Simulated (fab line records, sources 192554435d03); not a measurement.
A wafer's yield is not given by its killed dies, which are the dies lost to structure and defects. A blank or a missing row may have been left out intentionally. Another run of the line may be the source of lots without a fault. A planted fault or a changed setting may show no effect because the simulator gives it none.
Split-lot study -- flow n5_finfet -- route with 1938 steps; 4 lots, 21 wafers read

== THE SPLIT ==
At N5_BEOL_M2_ETCH_69 (etches SiARC in CF4, target depth 15.6 nm, time 26 s), the setting bias_w was moved away from the recipe's 36 W on 6 of the 21 wafers read, by -11.1% to -10.9%. All remaining wafers had this setting at the recipe value.

Reading taken at the split's own step.

== THE READING ==
rf_vpp_V, in V, at N5_BEOL_M2_ETCH_69 (etches SiARC in CF4, target depth 15.6 nm, time 26 s). Fault-free wafers of this fab line usually give 184.1 V, standard deviation 1 V.

wafer,"tool, chamber at the split","bias_w as run, W",against the recipe,"rf_vpp_V, V",against lot-mates on the recipe
L079.1,"rie_diel-01, 1",36,recipe,185.2,-
L079.2,"rie_diel-01, 3",36,recipe,183.7,-
L079.3,"rie_diel-01, 2",36,recipe,184.7,-
L079.4,"rie_diel-01, 0",36,recipe,185.8,-
L079.5,"rie_diel-01, 0",36,recipe,184.3,-
L079.6,"rie_diel-01, 1",36,recipe,182.6,-
L081.4,"rie_diel-06, 0",36,recipe,186.8,-
L081.5,"rie_diel-06, 0",36,recipe,185.5,-
L081.6,"rie_diel-06, 3",36,recipe,183.5,-
L087.1,"rie_diel-06, 0",32.07,-10.9%,171.7,-12.4
L087.2,"rie_diel-06, 2",32.07,-10.9%,171.5,-12.6
L087.3,"rie_diel-06, 3",36,recipe,183.9,-
L087.4,"rie_diel-06, 3",36,recipe,184.9,-
L087.5,"rie_diel-06, 2",36,recipe,183.5,-
L087.6,"rie_diel-06, 0",32.07,-10.9%,172.1,-12.0
L089.1,"rie_diel-03, 2",36,recipe,184.6,-
L089.2,"rie_diel-03, 1",32,-11.1%,171.3,-11.9
L089.3,"rie_diel-03, 0",32,-11.1%,169.7,-13.5
L089.4,"rie_diel-03, 3",36,recipe,183.3,-
L089.5,"rie_diel-03, 0",36,recipe,181.6,-
L089.6,"rie_diel-03, 3",32,-11.1%,170.4,-12.8

THE FIT
A straight line over all 21 wafers: rf_vpp_V changes by +1.19 V for each +1% of bias_w; r = +0.98; the points scatter about the line by 1.2 V.
The same after taking each lot's own level away (the mean of its wafers on the recipe; 21 wafers): +1.14 V for each +1%; r = +0.99; scatter 1 V.
According to that fit, moving bias_w by its largest amount changes the reading by 13 V.
The span of the lots' own levels, 183.17 to 185.27 V, comes to 2.1 times the standard deviation stated above.
So the lot-to-lot level changes the slope little: the two slopes agree.
Check: -12.8 V against its lot-mates is what the line predicts for one of the wafers moved furthest among these (-11.1%) when that wafer is left out of the fit. Against them it came out at -11.9 V.
Tool readings at the split's step, against how far the setting was moved: rf_vpp_V r = +0.98.

== OTHER SPLITS APPLIED TO THESE WAFERS ==
Note: prior to the reading, these wafers also went through further splits. Each is held against what the fit with the lots' levels taken away leaves over:
other split on the same wafers,wafers away from the commonest value,r with rf_vpp_V (lot level and that fit taken away)
N5_MOL_CONTACT_COAG_COAT_103 spin_rpm,9,+0.16
N5_MOL_CONTACT_COAG_VIA_ETCH_46 bias_w,9,-0.14
N5_MOL_CONTACT_COAG_COAT_64 spin_rpm,9,-0.24
N5_BEOL_M0_SAQP_PECVD_96 time_s,6,+0.10
N5_BEOL_M0_CUTY_EXPOSE_54 dose_mj,6,+0.15
N5_BEOL_M1_TRENCH_ETCH_37 time_s,6,-0.19

== FILE'S OWN FIT ==
rf_vpp_V changes by +1.14 V for each +1% of bias_w, r = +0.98.
